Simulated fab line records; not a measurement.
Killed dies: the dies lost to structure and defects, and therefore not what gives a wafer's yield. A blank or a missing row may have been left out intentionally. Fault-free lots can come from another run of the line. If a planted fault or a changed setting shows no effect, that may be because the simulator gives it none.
Matching of chambers	flow n5-finfet	N5_BEOL_M15_ETCH_59 on rie-diel-01: 4 sister chambers
The step etches BARC in N2/H2, target depth 89 nm, overetch 26.7 nm, time 67.9 s. 4 wafers are shown with their chamber, then 7 later ones without.

== WAFERS PAIRED WITH THEIR CHAMBERS ==
wafer	chamber	throttle-valve-pct (%)
L082.1	3	17.86
L089.2	0	18.25
L090.1	1	17.98
L090.3	2	17.63

== WAFERS WHOSE CHAMBER IS MISSING ==
wafer	throttle-valve-pct (%)
L090.6	17.89
L093.1	17.90
L093.3	18.26
L093.5	17.89
L095.2	17.66
L095.4	18.27
L095.5	18.28

== CHAMBER TAKEN BY EACH ==
wafer	from the rows above	in truth
L090.6	3	3
L093.1	can't be placed: 3 or 1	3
L093.3	0	0
L093.5	3	3
L095.2	2	2
L095.4	0	0
L095.5	0	0
Correct placement for 6 of the 7. Not placeable from these rows: 1 (in 1, the candidates include the true chamber). 0 placed wrongly.
How it was worked out, from the rows above alone: a wafer's distance from a chamber is the root of the sum, over the readings, of the square of ((its reading less the chamber's mean) divided by the reading's scatter). If the next closest chamber is less than 2 further off than the closest, the wafer can't be placed; otherwise it belongs to the closest. The mean given for a chamber averages the wafers shown for that chamber. The scatter: root of mean squared gap, hidden wafer to nearest shown wafer, with one shown wafer a chamber.
